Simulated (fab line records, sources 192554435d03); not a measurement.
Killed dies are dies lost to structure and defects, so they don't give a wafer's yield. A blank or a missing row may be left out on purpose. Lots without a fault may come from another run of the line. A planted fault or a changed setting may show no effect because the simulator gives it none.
Chamber matching | flow n5_finfet | N5_BEOL_M10_STRIP_36 on rie_diel-04: 4 sister chambers
The step strips in N2/H2. 4 wafers are shown with their chamber, then 8 later ones without.

WAFERS WITH THEIR CHAMBER
wafer  | chamber | drypump_motor_current_A (A)
L081.4 | 0       | 6.2
L086.1 | 1       | 5.4
L086.2 | 3       | 5.7
L091.1 | 2       | 6.4

WAFERS WITHOUT THEIR CHAMBER
wafer  | drypump_motor_current_A (A)
L091.3 | 5.7
L091.4 | 6.2
L089.1 | 6.4
L089.4 | 6.1
L089.6 | 5.6
L095.1 | 6.4
L095.2 | 5.4
L095.4 | 6.1

WHICH CHAMBER EACH WENT THROUGH
wafer  | from the rows above     | in truth
L091.3 | 3                       | 3
L091.4 | 0                       | 0
L089.1 | 2                       | 2
L089.4 | 0                       | 0
L089.6 | can't be placed: 3 or 1 | 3
L095.1 | 2                       | 2
L095.2 | 1                       | 1
L095.4 | 0                       | 0
Placed correctly: 7 of 8. Can't be placed from these rows: 1 (the true chamber is among the candidates in 1). Placed wrongly: 0.
How it was worked out, from the rows above alone: a wafer's distance from a chamber is the root of the sum, over the readings, of the square of ((its reading less the chamber's mean) divided by the reading's scatter). The wafer belongs to the nearest chamber; if the next one is less than 2 further off, it can't be placed. A chamber's mean is the mean of its shown wafers. The scatter: with one shown wafer a chamber, the root of the mean of the squares of how far each hidden wafer lies from its nearest shown one.
